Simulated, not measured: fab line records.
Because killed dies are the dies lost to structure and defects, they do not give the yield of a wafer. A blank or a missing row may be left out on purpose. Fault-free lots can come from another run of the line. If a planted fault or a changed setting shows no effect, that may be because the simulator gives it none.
fab line records | flow n5_finfet | part 1 of 2: steps 1 to 20 of 30
record: lots: 5 | wafers: 15 | last_day: 18
route steps=1938 shown MOL_CONTACT_COAG@614 BEOL_M0_SAQP@632
lots that met no fault: taken from a fault-free run of the same line
start_h: hours from the record's opening day to when the first of the lot's shown wafers began | wait_h: hours from the lot's prior step to this one | " repeats the value in the row above | L1.1+2: a single row standing in for several wafers | - no value present, or no start provided | * or withheld: withheld | < > ~ a bound
route shown NAME@n: a module of which the file shows steps, and the number in the route of the first | usual: mean/standard deviation taken from wafers without a fault | same: alike in all rows | chamber/n: place in a boat | sites: readings site by site | _std_site: standard deviation across them | _edge_site: outer sites' mean less inner sites' | radius_mm: for every site, how far away it sits from the centre of the wafer | mask NAME#n: copy n | behind: the last tool/chamber to shape the wafer | hold: why the lot was held/for how many hours/how that ended | device: which transistor (n, p or np) failed to switch | end of line: tests run on the same wafers once the route is complete | a step without rows: its recipe alone | killed: at the first sort, the dies lost to defects and structure; wafer yield is something else | map: per-die view of a wafer (x killed, . not killed, _ where there is no die)
set.NAME: the setting that was run; set.NAME@STEP: the one run at that earlier step | model.NAME: the simulator's own value behind a step, which no gauge read
certain route steps with their lots: each step a table, each wafer a row
services: when a tool's chamber went out of use (start_h, in hours from the record's first day, below 0 if earlier), for how many hours, and the reason
== steps ==
step: N5_MOL_CONTACT_COAG_STRIP_120
recipe: chemistry: CHF3 | resist: SiARC | rf_frequency_hz: 6e+07
lot.wafer  | tool        | chamber | start_h | wait_h
L077.2+3+6 | rie_diel-01 | 0,2,1   | 121.52  | 0.0
L081.2+4+5 | rie_diel-05 | 3,1,0   | 142.50  | 0.0
L082.2+3+6 | rie_diel-05 | 1,2,0   | 155.32  | 0.0
L088.1+2+6 | rie_diel-03 | 0,1,0   | 186.44  | 0.0
L096.1+5+6 | rie_diel-05 | 2,0,1   | 233.65  | 0.0
step: N5_MOL_CONTACT_COAG_VIA_ETCH_117
recipe: chemistry: C4F6/O2 | target_depth_a: 400 | overetch_a: 80 | mask_material: SOC | target: SiO2 | bias_w: 455 | pressure_mtorr: 10 | time_s: 26 | source_w: 325 | Ar_flow_sccm: 300 | C4F6_flow_sccm: 10 | O2_flow_sccm: 10 | ion_energy_ev: 575.3 | ends: end_point
usual: O2_flow_sccm: 9.999/0.029 | drypump_motor_current_A: 5.5/0.43 | oes_product_au: 0.72/0.076 | rf_vpp_V: 1598/45 | showerhead_plenum_p_Torr: 2.88/0.12 | throttle_valve_pct: 41.2/0.64
lot.wafer | tool        | chamber | start_h | wait_h | O2_flow_sccm | drypump_motor_current_A | oes_product_au | rf_hours_counter_h | rf_vpp_V | showerhead_plenum_p_Torr | throttle_valve_pct
L077.2    | rie_diel-01 | 0       | 121.53  | 0.0    | 9.996        | 5.8                     | 0.62           | 240                | 1568     | 2.93                     | 42.3
L077.3    | "           | 2       | "       | "      | 10.015       | 5.9                     | 0.64           | 238                | 1543     | 2.70                     | 41.5
L077.6    | "           | 1       | "       | "      | 9.992        | 5.0                     | 0.63           | -                  | 1523     | 2.94                     | 42.4
L081.2    | rie_diel-05 | 3       | 142.51  | 0.0    | 10.008       | 6.3                     | 0.84           | 9                  | 1629     | 2.83                     | 40.7
L081.4    | "           | 1       | "       | "      | 10.027       | 5.6                     | 0.72           | 104                | 1667     | 2.74                     | 40.8
L081.5    | "           | 0       | "       | "      | 9.980        | 4.7                     | 0.79           | -                  | 1552     | 2.91                     | 40.8
L082.2    | rie_diel-05 | 1       | 155.33  | 0.0    | 9.999        | 5.6                     | 0.72           | 108                | 1666     | 2.73                     | 40.8
L082.3    | "           | 2       | "       | "      | 10.056       | 5.7                     | 0.61           | 223                | 1529     | 2.77                     | 40.2
L082.6    | "           | 0       | "       | "      | 10.020       | 4.7                     | 0.78           | -                  | 1553     | 2.91                     | 40.8
L088.1    | rie_diel-03 | 0       | 186.45  | 0.0    | 9.991        | 5.5                     | 0.65           | 186                | 1573     | 2.72                     | 42.4
L088.2    | "           | 1       | "       | "      | 10.004       | 5.0                     | 0.84           | 2                  | 1615     | 3.03                     | 41.1
L088.6    | "           | 0       | "       | "      | 9.994        | 5.5                     | 0.65           | -                  | 1573     | 2.72                     | 42.4
L096.1    | rie_diel-05 | 2       | 233.66  | 0.0    | 10.025       | 5.8                     | 0.60           | 250                | 1528     | 2.76                     | 40.3
L096.5    | "           | 0       | "       | "      | 9.975        | 4.7                     | 0.75           | -                  | 1552     | 2.90                     | 40.8
L096.6    | "           | 1       | "       | "      | 9.957        | 5.6                     | 0.71           | -                  | 1666     | 2.72                     | 40.8
step: N5_MOL_CONTACT_COAG_ETCH_124
recipe: chemistry: CH3F/O2 | target: SiNx | target_depth_a: 65 | mask_material: SOC | stop_on: SiOC | over_etch_frac: 0.3 | ion_energy_ev: 120 | pressure_mtorr: 30 | source_w: 395 | bias_w: 73 | Ar_flow_sccm: 150 | CH3F_flow_sccm: 30 | O2_flow_sccm: 20 | ends: end_point
usual: O2_flow_sccm: 20.00/0.058 | drypump_motor_current_A: 5.5/0.44 | oes_product_au: 0.69/0.076 | rf_vpp_V: 299/9.1 | showerhead_plenum_p_Torr: 2.03/0.088 | throttle_valve_pct: 16.34/0.27
lot.wafer | tool        | chamber | start_h | wait_h | O2_flow_sccm | drypump_motor_current_A | oes_product_au | rf_hours_counter_h | rf_vpp_V | showerhead_plenum_p_Torr | throttle_valve_pct
L077.2    | rie_diel-01 | 0       | 121.56  | 0.0    | 20.03        | 5.8                     | 0.58           | 240                | 293      | 2.07                     | 16.80
L077.3    | "           | 2       | "       | "      | 19.99        | 5.9                     | 0.61           | 238                | 289      | 1.90                     | 16.86
L077.6    | "           | 1       | "       | "      | 19.99        | 5.0                     | 0.61           | -                  | 285      | 2.07                     | 16.66
L081.2    | rie_diel-05 | 3       | 142.54  | 0.0    | 20.04        | 6.3                     | 0.81           | 9                  | 306      | 1.99                     | 15.92
L081.4    | "           | 1       | "       | "      | 19.97        | 5.6                     | 0.69           | 104                | 313      | 1.92                     | 16.31
L081.5    | "           | 0       | "       | "      | 20.07        | 4.7                     | 0.76           | -                  | 291      | 2.05                     | 16.06
L082.2    | rie_diel-05 | 1       | 155.35  | 0.0    | 20.00        | 5.6                     | 0.69           | 108                | 314      | 1.92                     | 16.32
L082.3    | "           | 2       | "       | "      | 20.04        | 5.7                     | 0.58           | 223                | 286      | 1.95                     | 16.44
L082.6    | "           | 0       | "       | "      | 19.97        | 4.7                     | 0.76           | -                  | 289      | 2.05                     | 16.08
L088.1    | rie_diel-03 | 0       | 186.48  | 0.0    | 20.04        | 5.5                     | 0.62           | 186                | 294      | 1.91                     | 16.80
L088.2    | "           | 1       | "       | "      | 20.04        | 5.0                     | 0.82           | 2                  | 304      | 2.14                     | 16.19
L088.6    | "           | 0       | "       | "      | 20.00        | 5.5                     | 0.62           | -                  | 294      | 1.91                     | 16.79
L096.1    | rie_diel-05 | 2       | 233.69  | 0.0    | 19.94        | 5.7                     | 0.58           | 250                | 285      | 1.94                     | 16.49
L096.5    | "           | 0       | "       | "      | 20.06        | 4.7                     | 0.73           | -                  | 290      | 2.04                     | 16.11
L096.6    | "           | 1       | "       | "      | 19.91        | 5.6                     | 0.67           | -                  | 312      | 1.91                     | 16.38
step: N5_MOL_CONTACT_COAG_ETCH_48
recipe: chemistry: C4F6/O2 | target_depth_a: 150 | overetch_a: 45 | mask_material: SOC | target: SiOC | bias_w: 465 | pressure_mtorr: 10 | time_s: 17 | source_w: 335 | Ar_flow_sccm: 300 | C4F6_flow_sccm: 10 | O2_flow_sccm: 10 | ion_energy_ev: 576
usual: O2_flow_sccm: 10.00/0.031 | drypump_motor_current_A: 5.5/0.43 | oes_product_au: 0.67/0.085 | rf_vpp_V: 1600/46 | showerhead_plenum_p_Torr: 2.88/0.12 | throttle_valve_pct: 40.7/0.6
lot.wafer | tool        | chamber | start_h | wait_h | O2_flow_sccm | drypump_motor_current_A | oes_product_au | rf_hours_counter_h | rf_vpp_V | showerhead_plenum_p_Torr | throttle_valve_pct
L077.2    | rie_diel-01 | 0       | 121.60  | 0.0    | 9.98         | 5.8                     | 0.54           | 240                | 1570     | 2.93                     | 41.7
L077.3    | "           | 2       | "       | "      | 9.98         | 5.9                     | 0.60           | 238                | 1544     | 2.70                     | 41.1
L077.6    | "           | 1       | "       | "      | 9.95         | 5.1                     | 0.59           | -                  | 1523     | 2.94                     | 41.8
L081.2    | rie_diel-05 | 3       | 142.58  | 0.0    | 9.95         | 6.3                     | 0.78           | 9                  | 1633     | 2.83                     | 40.2
L081.4    | "           | 1       | "       | "      | 10.01        | 5.6                     | 0.59           | 104                | 1668     | 2.74                     | 40.3
L081.5    | "           | 0       | "       | "      | 9.95         | 4.7                     | 0.73           | -                  | 1555     | 2.91                     | 40.3
L082.2    | rie_diel-05 | 1       | 155.39  | 0.0    | 10.02        | 5.6                     | 0.65           | 108                | 1669     | 2.73                     | 40.3
L082.3    | "           | 2       | "       | "      | 10.02        | 5.8                     | 0.58           | 223                | 1531     | 2.77                     | 39.8
L082.6    | "           | 0       | "       | "      | 10.04        | 4.7                     | 0.75           | -                  | 1555     | 2.91                     | 40.3
L088.1    | rie_diel-03 | 0       | 186.52  | 0.0    | 10.01        | 5.5                     | 0.59           | 186                | 1575     | 2.72                     | 41.8
L088.2    | "           | 1       | "       | "      | 10.00        | 5.0                     | 0.80           | 2                  | 1616     | 3.03                     | 40.6
L088.6    | "           | 0       | "       | "      | 9.96         | 5.5                     | 0.60           | -                  | 1574     | 2.72                     | 41.8
L096.1    | rie_diel-05 | 2       | 233.73  | 0.0    | 9.99         | 5.8                     | 0.55           | 250                | 1529     | 2.76                     | 39.8
L096.5    | "           | 0       | "       | "      | 9.96         | 4.7                     | 0.72           | -                  | 1553     | 2.90                     | 40.4
L096.6    | "           | 1       | "       | "      | 10.06        | 5.6                     | 0.64           | -                  | 1667     | 2.72                     | 40.4
step: N5_MOL_CONTACT_COAG_STRIP_72
recipe: chemistry: N2/H2 | power_w: 450 | temp_c: 40 | pressure_mtorr: 20 | rf_frequency_hz: 6e+07 | overash_fraction: 3 | bias_power_w: 7 | h2_frac: 0.5 | n2_flow_sccm: 200 | h2_flow_sccm: 200
usual: bias_power_w: 6.998/0.022 | drypump_motor_current_A: 5.5/0.44 | oes_product_au: 0.81/0.095 | rf_vpp_V: 59.1/2 | showerhead_plenum_p_Torr: 2.55/0.11 | throttle_valve_pct: 23.5/0.55
lot.wafer | tool        | chamber | start_h | wait_h | bias_power_w | drypump_motor_current_A | oes_product_au | rf_hours_counter_h | rf_vpp_V | showerhead_plenum_p_Torr | throttle_valve_pct
L077.2    | rie_diel-01 | 0       | 121.65  | 0.0    | 6.942        | 5.8                     | 0.67           | 240                | 58.9     | 2.60                     | 24.2
L077.3    | "           | 2       | "       | "      | 6.992        | 6.0                     | 0.69           | 238                | 55.3     | 2.38                     | 23.8
L077.6    | "           | 1       | "       | "      | 6.994        | 5.0                     | 0.70           | -                  | 58.5     | 2.64                     | 24.6
L081.2    | rie_diel-05 | 3       | 142.63  | 0.0    | 6.968        | 6.3                     | 0.96           | 9                  | 61.9     | 2.46                     | 22.7
L081.4    | "           | 1       | "       | "      | 6.986        | 5.6                     | 0.79           | 104                | 59.8     | 2.44                     | 23.5
L081.5    | "           | 0       | "       | "      | 6.968        | 4.7                     | 0.90           | -                  | 56.9     | 2.60                     | 23.1
L082.2    | rie_diel-05 | 1       | 155.45  | 0.0    | 7.010        | 5.6                     | 0.80           | 108                | 57.1     | 2.44                     | 23.6
L082.3    | "           | 2       | "       | "      | 6.964        | 5.7                     | 0.66           | 223                | 60.3     | 2.48                     | 23.5
L082.6    | "           | 0       | "       | "      | 7.006        | 4.7                     | 0.90           | -                  | 60.3     | 2.59                     | 23.1
L088.1    | rie_diel-03 | 0       | 186.58  | 0.0    | 7.030        | 5.5                     | 0.73           | 186                | 58.5     | 2.42                     | 24.4
L088.2    | "           | 1       | "       | "      | 6.996        | 5.0                     | 0.97           | 2                  | 62.7     | 2.73                     | 23.6
L088.6    | "           | 0       | "       | "      | 7.007        | 5.5                     | 0.74           | -                  | 57.7     | 2.42                     | 24.4
L096.1    | rie_diel-05 | 2       | 233.78  | 0.0    | 6.990        | 5.7                     | 0.64           | 250                | 56.2     | 2.47                     | 23.5
L096.5    | "           | 0       | "       | "      | 7.001        | 4.7                     | 0.84           | -                  | 59.5     | 2.58                     | 23.1
L096.6    | "           | 1       | "       | "      | 6.949        | 5.6                     | 0.75           | -                  | 60.3     | 2.43                     | 23.6
step: N5_MOL_CONTACT_COAG_STRIP_49
recipe: chemistry: N2/H2 | time_s: 30 | power_w: 1000 | temp_c: 250 | pressure_mtorr: withheld | n2_flow_sccm: 1750 | h2_flow_sccm: 3250
usual: drypump_motor_current_A: 5.3/0.36 | heater_power_w: 356/29
lot.wafer | tool            | chamber | start_h | wait_h | drypump_motor_current_A | heater_power_w | rf_hours_counter_h
L077.2    | plasma_asher-01 | 0       | 121.73  | -      | 5.7                     | 332            | 47
L077.3    | "               | 0       | "       | "      | 5.7                     | 338            | -
L077.6    | "               | 1       | "       | "      | 5.7                     | 309            | -
L081.2    | plasma_asher-02 | 1       | 142.71  | -      | 5.2                     | 384            | 100
L081.4    | "               | 0       | "       | "      | 4.8                     | 369            | -
L081.5    | "               | 1       | "       | "      | 5.2                     | 389            | -
L082.2    | plasma_asher-01 | 1       | 155.53  | -      | 5.6                     | 314            | 53
L082.3    | "               | 1       | "       | "      | 5.7                     | 310            | -
L082.6    | "               | 0       | "       | "      | 5.7                     | 327            | -
L088.1    | plasma_asher-02 | 1       | 186.66  | -      | 5.1                     | 388            | 113
L088.2    | "               | 0       | "       | "      | 4.8                     | 365            | 113
L088.6    | "               | 1       | "       | "      | 5.2                     | 390            | -
L096.1    | plasma_asher-02 | 0       | 233.86  | -      | 4.9                     | 362            | 123
L096.5    | "               | 0       | "       | "      | 4.8                     | 360            | -
L096.6    | "               | 1       | "       | "      | 5.1                     | 372            | -
step: N5_MOL_CONTACT_COAG_PRECLEAN_138
recipe: chemistry: alkaline_clean | temp_c: 60 | time_s: 60 | do_ppb: 50
lot.wafer  | tool         | chamber | start_h | wait_h
L077.2+3+6 | wet_bench-05 | 0,7,3   | 121.82  | 0.1
L081.2+4+5 | wet_bench-06 | 7,5,6   | 142.80  | 0.1
L082.2+3+6 | wet_bench-05 | 3,6,0   | 155.62  | 0.1
L088.1+2+6 | wet_bench-01 | 6,7,0   | 186.74  | 0.1
L096.1+5+6 | wet_bench-06 | 4,1,6   | 233.95  | 0.1
step: N5_MOL_CONTACT_COAG_SRD_139
recipe: dry: ipa_marangoni | time_s: 30 | temp_c: 23 | rinse_liquid: diw
lot.wafer  | tool         | chamber | start_h | wait_h
L077.2+3+6 | wet_bench-05 | 0,7,3   | 121.84  | 0.0
L081.2+4+5 | wet_bench-06 | 7,5,6   | 142.82  | 0.0
L082.2+3+6 | wet_bench-05 | 3,6,0   | 155.64  | 0.0
L088.1+2+6 | wet_bench-01 | 6,7,0   | 186.77  | 0.0
L096.1+5+6 | wet_bench-06 | 4,1,6   | 233.97  | 0.0
step: N5_MOL_CONTACT_COAG_CD_MEAS_101
recipe: target_cd_nm: 16
usual: cd_nm: 16.1/0.39
lot.wafer | tool      | chamber | start_h | wait_h | cd_nm
L077.2    | cd_sem-01 | -       | 121.88  | 0.0    | 16.5
L077.3    | "         | -       | "       | "      | 15.4
L077.6    | "         | -       | "       | "      | 16.7
L081.2    | cd_sem-02 | -       | 142.86  | 0.0    | 16.1
L081.4    | "         | -       | "       | "      | 16.1
L081.5    | "         | -       | "       | "      | 16.4
L082.2    | cd_sem-03 | -       | 155.68  | 0.0    | 16.8
L082.3    | "         | -       | "       | "      | 15.6
L082.6    | "         | -       | "       | "      | 16.3
L088.1    | cd_sem-02 | -       | 186.81  | 0.0    | 16.0
L088.2    | "         | -       | "       | "      | 16.1
L088.6    | "         | -       | "       | "      | 15.7
L096.1    | cd_sem-01 | -       | 234.01  | 0.0    | 16.1
L096.5    | "         | -       | "       | "      | 16.0
L096.6    | "         | -       | "       | "      | 16.7
step: N5_MOL_CONTACT_COAG_PRE_CLEAN_121
recipe: gas: H2/He | time_s: * | temp_c: withheld
lot.wafer  | tool     | chamber | start_h | wait_h
L077.2+3+6 | cvd_w-02 | 0       | 121.92  | 0.0
L081.2+4+5 | cvd_w-02 | 0,1,1   | 142.90  | 0.0
L082.2+3+6 | cvd_w-02 | 1,0,0   | 155.72  | 0.0
L088.1+2+6 | cvd_w-01 | 0,1,0   | 186.85  | 0.0
L096.1+5+6 | cvd_w-01 | 0,0,1   | 234.05  | 0.0
step: N5_MOL_CONTACT_COAG_CVD_140
recipe: material: W | target_thk_a: 665 | mode: selective_fill | temp_c: 300 | time_s: 215
usual: heater_power_w: 442/22
lot.wafer | tool     | chamber | start_h | wait_h | heater_power_w
L077.2    | cvd_w-02 | 0       | 122.01  | 0.1    | 488
L077.3    | "        | 0       | "       | "      | 482
L077.6    | "        | 0       | "       | "      | 484
L081.2    | cvd_w-02 | 0       | 142.99  | 0.1    | 485
L081.4    | "        | 1       | "       | "      | 439
L081.5    | "        | 1       | "       | "      | 450
L082.2    | cvd_w-02 | 1       | 155.81  | 0.1    | 441
L082.3    | "        | 0       | "       | "      | 507
L082.6    | "        | 0       | "       | "      | 483
L088.1    | cvd_w-01 | 0       | 186.94  | 0.1    | 409
L088.2    | "        | 1       | "       | "      | 438
L088.6    | "        | 0       | "       | "      | 423
L096.1    | cvd_w-01 | 0       | 234.14  | 0.1    | 418
L096.5    | "        | 0       | "       | "      | 422
L096.6    | "        | 1       | "       | "      | 439
step: N5_MOL_CONTACT_COAG_PRECLEAN_127
recipe: chemistry: DIW | time_s: 57.5 | temp_c: 23
lot.wafer  | tool         | chamber | start_h | wait_h
L077.2+3+6 | wet_bench-05 | 0,7,3   | 122.28  | 0.2
L081.2+4+5 | wet_bench-05 | 6,7,1   | 143.26  | 0.2
L082.2+3+6 | wet_bench-01 | 7,3,0   | 156.08  | 0.2
L088.1+2+6 | wet_bench-05 | 1,0,4   | 187.21  | 0.2
L096.1+5+6 | wet_bench-05 | 1,0,7   | 234.42  | 0.2
step: N5_MOL_CONTACT_COAG_SRD_128
recipe: dry_time_s: 32 | dry: n2_spin | spin_rpm: 1500
lot.wafer  | tool         | chamber | start_h | wait_h
L077.2+3+6 | wet_bench-05 | 0,7,3   | 122.30  | 0.0
L081.2+4+5 | wet_bench-05 | 6,7,1   | 143.28  | 0.0
L082.2+3+6 | wet_bench-01 | 7,3,0   | 156.10  | 0.0
L088.1+2+6 | wet_bench-05 | 1,0,4   | 187.23  | 0.0
L096.1+5+6 | wet_bench-05 | 1,0,7   | 234.44  | 0.0
step: N5_MOL_CONTACT_COAG_CMP_52
recipe: stop_on: SiO2 | t_overpolish_s: 1.5 | post_cmp_clean: w_dilute_nh4oh | down_force_psi: 4 | platen_rpm: 50.289 | pad_velocity_m_s: 1.0006 | target_thk_nm: 66.5
usual: edge_zone_pressure_frac: 1.001/0.0049 | motor_current_A: 11.9/1.6 | overpolish_run_s: 1.500/0.0094 | slurry_flow_ml_min: 150.0/0.46 | time_to_endpoint_s: 13.2/2.7
lot.wafer | tool   | chamber | start_h | wait_h | edge_zone_pressure_frac | motor_current_A | overpolish_run_s | slurry_flow_ml_min | time_to_endpoint_s
L077.2    | cmp-03 | 3       | 122.34  | 0.0    | 0.998                   | 9.8             | 1.496            | 149.4              | 12.7
L077.3    | "      | 2       | "       | "      | 1.004                   | 15.3            | 1.499            | 149.8              | 12.0
L077.6    | "      | 0       | "       | "      | 1.009                   | 11.2            | 1.499            | 150.6              | 19.0
L081.2    | cmp-03 | 0       | 143.35  | 0.1    | 0.992                   | 11.1            | 1.486            | 150.6              | 15.5
L081.4    | "      | 1       | "       | "      | 0.994                   | 11.1            | 1.491            | 149.3              | 13.6
L081.5    | "      | 0       | "       | "      | 0.995                   | 11.8            | 1.512            | 150.7              | 14.1
L082.3    | cmp-01 | 3       | 156.15  | 0.0    | 0.998                   | 12.4            | 1.503            | 149.7              | 10.1
L082.2    | "      | 2       | "       | "      | 0.994                   | 11.2            | 1.488            | 151.1              | 8.4
L082.6    | "      | 3       | "       | "      | 0.997                   | 12.5            | 1.520            | 149.8              | 12.7
L088.2    | cmp-02 | 2       | 187.30  | 0.1    | 1.002                   | 13.2            | 1.500            | 150.2              | 15.5
L088.1    | "      | 3       | "       | "      | 0.993                   | 10.8            | 1.524            | 149.9              | 10.9
L088.6    | "      | 2       | "       | "      | 1.008                   | 13.4            | 1.505            | 149.7              | 11.8
L096.1    | cmp-02 | 1       | 234.55  | 0.1    | 1.003                   | 12.7            | 1.496            | 150.5              | 11.3
L096.5    | "      | 3       | "       | "      | 1.006                   | 10.9            | 1.502            | 149.9              | 10.9
L096.6    | "      | 0       | "       | "      | 1.003                   | 11.5            | 1.507            | 149.7              | 17.4
step: N5_MOL_CONTACT_COAG_THK_MEAS_53
recipe: reads: SiO2_of_MOL_CONTACT_COAG_PECVD_31
usual: VIA_MOL_THK: 43.8/0.76
lot.wafer | tool          | chamber | start_h | wait_h | VIA_MOL_THK[nm]
L077.2    | film_metro-02 | -       | 122.63  | -      | 43.4
L077.3    | "             | -       | "       | "      | 44.8
L077.6    | "             | -       | "       | "      | 44.4
L081.2    | film_metro-01 | -       | 143.60  | -      | 43.9
L081.4    | "             | -       | "       | "      | 43.2
L081.5    | "             | -       | "       | "      | 44.9
L082.2    | film_metro-01 | -       | 156.45  | -      | 43.7
L082.3    | "             | -       | "       | "      | 41.9
L082.6    | "             | -       | "       | "      | 43.9
L088.1    | film_metro-02 | -       | 187.56  | -      | 43.4
L088.2    | "             | -       | "       | "      | 43.1
L088.6    | "             | -       | "       | "      | 44.4
L096.1    | film_metro-01 | -       | 234.77  | -      | 43.8
L096.5    | "             | -       | "       | "      | 44.4
L096.6    | "             | -       | "       | "      | 44.7
step: N5_MOL_CONTACT_COAG_ANNEAL_112
recipe: temp_c: 400 | time_s: 1800 | ambient: HPD2 | pressure_atm: 10
usual: wafer_temp_C_max: 401.5/0.32 | zone_power_bottom_pct: 12.79/0.13
lot.wafer | tool         | chamber | start_h | wait_h | wafer_temp_C_max | zone_power_bottom_pct
L077.2    | hp_anneal-01 | 0       | 122.66  | 0.0    | 401.1            | 12.70
L077.3    | "            | 0       | "       | "      | 401.3            | 12.82
L077.6    | "            | 0       | "       | "      | 401.3            | 12.58
L081.2    | hp_anneal-01 | 0       | 143.63  | 0.0    | 401.6            | 12.95
L081.4    | "            | 0       | "       | "      | 401.1            | 12.92
L081.5    | "            | 0       | "       | "      | 401.6            | 12.81
L082.2    | hp_anneal-01 | 0       | 156.48  | 0.0    | 401.3            | 12.64
L082.3    | "            | 0       | "       | "      | 401.4            | 12.79
L082.6    | "            | 0       | "       | "      | 401.4            | 12.69
L088.1    | hp_anneal-01 | 0       | 187.58  | 0.0    | 401.1            | 12.99
L088.2    | "            | 0       | "       | "      | 401.8            | 13.06
L088.6    | "            | 0       | "       | "      | 401.7            | 12.85
L096.1    | hp_anneal-01 | 0       | 234.80  | 0.0    | 401.4            | 12.87
L096.5    | "            | 0       | "       | "      | 402.0            | 12.89
L096.6    | "            | 0       | "       | "      | 401.1            | 12.59
step: N5_MOL_CONTACT_COAG_INSPECT_97
recipe: inspect_instrument: darkfield | mode: post_anneal
usual: raw_defect_count: 43/19
lot.wafer | tool              | chamber | start_h | wait_h | raw_defect_count
L077.2    | defect_inspect-02 | -       | 125.72  | 0.1    | 28
L077.3    | "                 | -       | "       | "      | 41
L077.6    | "                 | -       | "       | "      | 42
L081.2    | defect_inspect-01 | -       | 146.67  | 0.0    | 76
L081.4    | "                 | -       | "       | "      | 38
L081.5    | "                 | -       | "       | "      | 45
L082.2    | defect_inspect-01 | -       | 159.52  | 0.0    | 81
L082.3    | "                 | -       | "       | "      | 59
L082.6    | "                 | -       | "       | "      | 61
L088.1    | defect_inspect-02 | -       | 190.62  | 0.0    | 47
L088.2    | "                 | -       | "       | "      | 37
L088.6    | "                 | -       | "       | "      | 37
L096.1    | defect_inspect-02 | -       | 237.83  | 0.0    | 53
L096.5    | "                 | -       | "       | "      | 40
L096.6    | "                 | -       | "       | "      | 32
step: N5_BEOL_M0_SAQP_PECVD_00
recipe: material: SiCN | target_thk_a: 80 | temp_c: withheld | precursor: 3MS/NH3 | pressure_torr: 3 | rf_w: 202 | time_s: 14
usual: showerhead_plenum_p_Torr: 3.665/0.012 | throttle_valve_pct: 9.1/0.56
lot.wafer | tool     | chamber | start_h | wait_h | showerhead_plenum_p_Torr | throttle_valve_pct
L077.2    | pecvd-01 | 2       | 126.03  | 0.2    | 3.675                    | 7.7
L077.3    | "        | 0       | "       | "      | 3.650                    | 8.6
L077.6    | "        | 1       | "       | "      | 3.678                    | 9.9
L081.2    | pecvd-02 | 2       | 146.99  | 0.2    | 3.663                    | 8.3
L081.4    | "        | 2       | "       | "      | 3.664                    | 8.6
L081.5    | "        | 0       | "       | "      | 3.667                    | 9.7
L082.2    | pecvd-02 | 0       | 159.83  | 0.2    | 3.658                    | 9.4
L082.3    | "        | 1       | "       | "      | 3.662                    | 9.5
L082.6    | "        | 2       | "       | "      | 3.672                    | 8.4
L088.1    | pecvd-03 | 2       | 190.95  | 0.2    | 3.669                    | 9.0
L088.2    | "        | 0       | "       | "      | 3.671                    | 9.4
L088.6    | "        | 1       | "       | "      | 3.681                    | 9.1
L096.1    | pecvd-02 | 2       | 238.17  | 0.2    | 3.672                    | 8.6
L096.5    | "        | 0       | "       | "      | 3.664                    | 9.7
L096.6    | "        | 1       | "       | "      | 3.661                    | 9.4
step: N5_BEOL_M0_SAQP_ILD_DEP_01
recipe: material: SiOC | target_thk_a: 454.19 | temp_c: 350 | precursor: DEMS/O2 | pressure_torr: 5 | rf_w: 500 | time_s: 8.7
usual: heater_power_w: 488/87 | showerhead_plenum_p_Torr: 5.695/0.014 | throttle_valve_pct: 11.9/0.75
lot.wafer | tool     | chamber | start_h | wait_h | heater_power_w | showerhead_plenum_p_Torr | throttle_valve_pct
L077.2    | pecvd-01 | 2       | 126.05  | 0.0    | 442            | 5.712                    | 10.4
L077.3    | "        | 0       | "       | "      | 494            | 5.689                    | 11.3
L077.6    | "        | 1       | "       | "      | 376            | 5.702                    | 12.9
L081.2    | pecvd-02 | 2       | 147.01  | 0.0    | 384            | 5.695                    | 11.1
L081.4    | "        | 2       | "       | "      | 395            | 5.697                    | 11.2
L081.5    | "        | 0       | "       | "      | 542            | 5.697                    | 12.4
L082.2    | pecvd-02 | 0       | 159.86  | 0.0    | 506            | 5.696                    | 12.8
L082.3    | "        | 1       | "       | "      | 437            | 5.686                    | 12.5
L082.6    | "        | 2       | "       | "      | 431            | 5.694                    | 11.3
L088.1    | pecvd-03 | 2       | 190.98  | 0.0    | 472            | 5.683                    | 11.8
L088.2    | "        | 0       | "       | "      | 712            | 5.693                    | 12.3
L088.6    | "        | 1       | "       | "      | 502            | 5.711                    | 12.3
L096.1    | pecvd-02 | 2       | 238.19  | 0.0    | 461            | 5.686                    | 11.1
L096.5    | "        | 0       | "       | "      | 565            | 5.692                    | 12.6
L096.6    | "        | 1       | "       | "      | 458            | 5.681                    | 12.6
step: N5_BEOL_M0_SAQP_HM_DEP_02
recipe: material: TiN | target_thk_a: 120 | temp_c: 25 | chamber_pressure_pa: 0.49996
usual: throttle_valve_pct: 29.9/0.92
lot.wafer | tool           | chamber | start_h | wait_h | throttle_valve_pct
L077.2    | pvd_sputter-01 | -       | 127.01  | 0.9    | 30.2
L077.3    | "              | -       | "       | "      | 29.6
L077.6    | "              | -       | "       | "      | 30.0
L081.2    | pvd_sputter-02 | -       | 147.59  | 0.6    | 29.8
L081.4    | "              | -       | "       | "      | 29.2
L081.5    | "              | -       | "       | "      | 29.7
L082.2    | pvd_sputter-02 | -       | 162.26  | 2.4    | 29.5
L082.3    | "              | -       | "       | "      | 31.2
L082.6    | "              | -       | "       | "      | 29.4
L088.1    | pvd_sputter-02 | -       | 192.15  | 1.2    | 28.8
L088.2    | "              | -       | "       | "      | 29.9
L088.6    | "              | -       | "       | "      | 28.5
L096.1    | pvd_sputter-02 | -       | 239.48  | 1.3    | 29.9
L096.5    | "              | -       | "       | "      | 28.8
L096.6    | "              | -       | "       | "      | 29.4
